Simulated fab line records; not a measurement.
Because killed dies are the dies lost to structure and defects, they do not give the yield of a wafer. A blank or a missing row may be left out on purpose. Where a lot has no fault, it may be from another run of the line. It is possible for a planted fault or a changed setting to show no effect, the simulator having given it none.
Problem report in the 8D (eight disciplines) form, filled by code :: flow nand-harc :: the parts of the form that need people (team, actions taken, sign-off) are left out

## 1. WHAT WENT WRONG
At NHARC_A_ONON_D2_THK_MEAS_08, thk-nm averages 634 nm over 3 wafers from 2 lots, while fault-free wafers read 997 nm, standard deviation 12. Relative to the usual mean, that is a shift of -30 standard deviations.
The step: measures by ellipsometry.
First observed at day 18 08:37: wafer L838.2, on film-metro-02. At this step, 42 wafers from 14 lots have a number in the record. The rule behind "out" and "out of limits": a value lying over 4 standard deviations away from the usual mean. All remaining wafers that have a number are taken as sound.

## 2. WHAT THIS IS AND IS NOT
question: which readings at this step
is: thk-nm
is not: -

question: which lots
is: L838, L842
is not: L824, L825, L826, L828, L830, L832, L833, L834, L835, L840, L846, L847

question: which wafers of those lots
is: L838.2, L838.6, L842.6
is not: L838.4, L842.1, L842.4

question: read on which gauges
is: film-metro-02
is not: film-metro-01

question: when
is: from day 18 08:37
is not: up to then (28 sound wafers); but 11 sound wafers of L840, L842, L846, L847 came after

## 3. SUSPECTS, AND WHAT RULES EACH OUT
Counting: any tool at a process step up to the reading remains a suspect provided it ran every lot that is out. Sound lots after the first of them don't rule it out here, since some wafers of a struck lot are sound.
- the gauge at NHARC_A_ONON_D2_THK_MEAS_08 is ruled out. All the wafers that are out were read on film-metro-02, but those of them that NHARC_END_SORT_01 has rows for are out there too, on other tools.
- pecvd-onon-04 at NHARC_A_ONON_D2_DEP_06 (target thk 1000 nm): kept. Every lot that is out went through it, the first being L838 (day 18 08:10); the last sound lot it ran before that was L834 (day 16 14:47).
Remaining after the count: pecvd-onon-04 at NHARC_A_ONON_D2_DEP_06.

## 4. THE CAUSE (what the simulator had put in)
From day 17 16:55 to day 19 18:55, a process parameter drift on pecvd-onon-04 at NHARC_A_ONON_D2_DEP_06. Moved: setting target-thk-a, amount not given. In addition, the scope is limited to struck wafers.
This tool alone remained once counting was done.

## 5. THE CHAIN OF EFFECTS, in route order
One row per reading whose mean, taken over the struck wafers that have a number, lies over 3 standard deviations from the usual. Readings are gone through only where the record gives a usual standard deviation; hours: the median, over the lots, of the time from a lot's start at the first step in this table giving one to that lot's start at this step; sigmas: the change measured in usual standard deviations.
hours: 0
step: NHARC_A_ONON_D2_THK_MEAS_08
reading: thk-nm
usual: 997 nm
on struck wafers: 634
change: -363
sigmas: -30

hours: 279
step: NHARC_END_SORT_01
reading: killed-at-array
usual: 52
on struck wafers: 672
change: +620
sigmas: +39

hours: 279
step: NHARC_END_SORT_01
reading: killed-dies
usual: 57
on struck wafers: 677
change: +620
sigmas: +39

## 6. HOW IT WOULD HAVE BEEN CAUGHT EARLIER
In this record the first reading out of limits at a measuring or inspecting step was taken at day 18 08:37, 16 hours after the fault began at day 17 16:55.
L842, from the lots that are out (2), started NHARC_A_ONON_D2_DEP_06 on pecvd-onon-04 later than day 18 08:37. A tool hold placed at that time would have kept it from harm.
